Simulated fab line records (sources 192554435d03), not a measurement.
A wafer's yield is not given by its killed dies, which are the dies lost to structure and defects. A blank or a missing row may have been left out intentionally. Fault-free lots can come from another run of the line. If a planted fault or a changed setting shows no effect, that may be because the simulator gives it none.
What tool caused it?	flow n5 finfet	Sampling: 12 lots, 36 wafers, 3 of 1938 route steps

WHAT EACH GAUGE READ, for each wafer
N5_BEOL_M11_INSPECT_58: inspects for defects (darkfield).
lot	measured	on	raw defect count
L076	day 9 16:08	defect inspect-01	101 59 84
L077	day 10 08:22	defect inspect-02	48 77 105
L079	day 11 02:08	defect inspect-01	70 86 74
L085	day 14 04:31	defect inspect-01	80 109 76
L080	day 14 05:38	defect inspect-01	63 45 71
L084	day 14 09:32	defect inspect-01	52 38 50
L087	day 14 17:13	defect inspect-01	71 66 92
L090	day 14 20:20	defect inspect-02	101 120 135
L092	day 15 04:31	defect inspect-01	121 67 99
L095	day 16 02:04	defect inspect-02	63 68 91
L096	day 16 16:59	defect inspect-02	75 114 119
L097	day 17 05:25	defect inspect-01	107 163 72

WHAT TOOL EACH LOT RAN ON (gives the tool, then ch and the chambers of the sampled wafers, and finally the start)
lot	N5_BEOL_M11_DESCUM_33	N5_BEOL_M11_PRE_CLEAN_45
L076	rie diel-01 ch 1,3, day 9 13:29	pvd sputter-03, day 9 14:32
L077	rie diel-06 ch 2,3, day 10 05:46	pvd sputter-03, day 10 06:52
L079	rie diel-06 ch 1,3, day 10 21:24	pvd sputter-01, day 10 23:57
L085	rie diel-06 ch 0,1,3, day 14 01:22	pvd sputter-03, day 14 02:38
L080	rie diel-01 ch 0,1,3, day 14 01:53	pvd sputter-02, day 14 03:07
L084	rie diel-01 ch 0,1, day 14 05:44	pvd sputter-02, day 14 07:20
L087	rie diel-02 ch 0,3, day 14 12:16	pvd sputter-02, day 14 13:23
L090	rie diel-01 ch 0,3, day 14 16:28	pvd sputter-02, day 14 17:37
L092	rie diel-01 ch 0,1,2, day 15 01:20	pvd sputter-02, day 15 02:30
L095	rie diel-01 ch 0,1,3, day 15 23:12	pvd sputter-01, day 16 00:19
L096	rie diel-01 ch 0,2,3, day 16 11:42	pvd sputter-01, day 16 15:16
L097	rie diel-01 ch 2,3, day 17 02:38	pvd sputter-01, day 17 03:43
- N5_BEOL_M11_DESCUM_33: chemistry O2, time 7.9 s.
- N5_BEOL_M11_PRE_CLEAN_45: time 30 s.

THE ANSWER, worked out from the rows above alone
Rule: usual is defined by the lots themselves. Put in order of their means at a reading, lots are off if they are a third of the lots or fewer, leave a main group of 4 or more, and stand apart from it by a gap of 3 or more times the standard deviation of the main group's means; of several such gaps the widest counts. Not used: any main group whose means are identical at the precision the tables above print for the reading. A lot without any number at a reading at which 4 lots or more have one is off too. Any other lot the step has rows for is counted as sound.
No lot is off on any of the readings shown, so nothing can be concluded from this.

WHAT THE SIMULATOR PUT IN
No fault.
